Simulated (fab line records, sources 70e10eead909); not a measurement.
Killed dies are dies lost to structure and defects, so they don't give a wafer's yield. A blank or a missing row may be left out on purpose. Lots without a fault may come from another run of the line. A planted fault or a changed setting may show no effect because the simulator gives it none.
Chamber matching | flow nand_harc | NHARC_A_CHANNEL_HOLE_D1_ETCH_38 on rie_diel-05: 4 sister chambers
The step etches the open film in CF4, target depth 39 nm, time 65 s. 8 wafers are shown with their chamber, then 11 later ones without.

WAFERS WITH THEIR CHAMBER
wafer  | chamber | oes_product_au (a.u.) | rf_vpp_V (V)
L078.5 | 3       | 0.988                 | 150.0
L087.5 | 0       | 0.999                 | 151.2
L085.3 | 1       | 0.985                 | 152.6
L085.5 | 2       | 1.018                 | 151.5
L089.1 | 2       | 1.013                 | 151.7
L089.2 | 3       | 0.988                 | 152.3
L089.3 | 1       | 1.003                 | 154.3
L089.4 | 0       | 1.012                 | 153.7

WAFERS WITHOUT THEIR CHAMBER
wafer  | oes_product_au (a.u.) | rf_vpp_V (V)
L089.5 | 1.010                 | 152.9
L089.6 | 0.985                 | 150.7
L092.2 | 1.001                 | 152.2
L092.4 | 1.005                 | 149.8
L092.6 | 0.992                 | 152.0
L095.1 | 1.000                 | 149.1
L095.3 | 1.002                 | 151.3
L095.6 | 0.991                 | 151.2
L096.1 | 0.989                 | 152.1
L096.4 | 0.995                 | 151.6
L096.5 | 0.989                 | 152.0

WHICH CHAMBER EACH WENT THROUGH
wafer  | from the rows above               | in truth
L089.5 | can't be placed: 0 or 2 or 1      | 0
L089.6 | can't be placed: 3 or 1           | 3
L092.2 | can't be placed: 0 or 1 or 3 or 2 | 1
L092.4 | can't be placed: 2 or 0 or 3 or 1 | 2
L092.6 | can't be placed: 3 or 1 or 0      | 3
L095.1 | can't be placed: 3 or 0 or 2 or 1 | 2
L095.3 | can't be placed: 0 or 2 or 3 or 1 | 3
L095.6 | can't be placed: 3 or 1 or 0      | 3
L096.1 | can't be placed: 3 or 1 or 0      | 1
L096.4 | can't be placed: 3 or 1 or 0 or 2 | 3
L096.5 | can't be placed: 3 or 1 or 0      | 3
Placed correctly: 0 of 11. Can't be placed from these rows: 11 (the true chamber is among the candidates in 11). Placed wrongly: 0.
How it was worked out, from the rows above alone: a wafer's distance from a chamber is the root of the sum, over the readings, of the square of ((its reading less the chamber's mean) divided by the reading's scatter). The wafer belongs to the nearest chamber; if the next one is less than 2 further off, it can't be placed. A chamber's mean is the mean of its shown wafers. The scatter: the root of (the sum of the squares of (reading less its chamber's mean) over the shown wafers, divided by (wafers less chambers)).
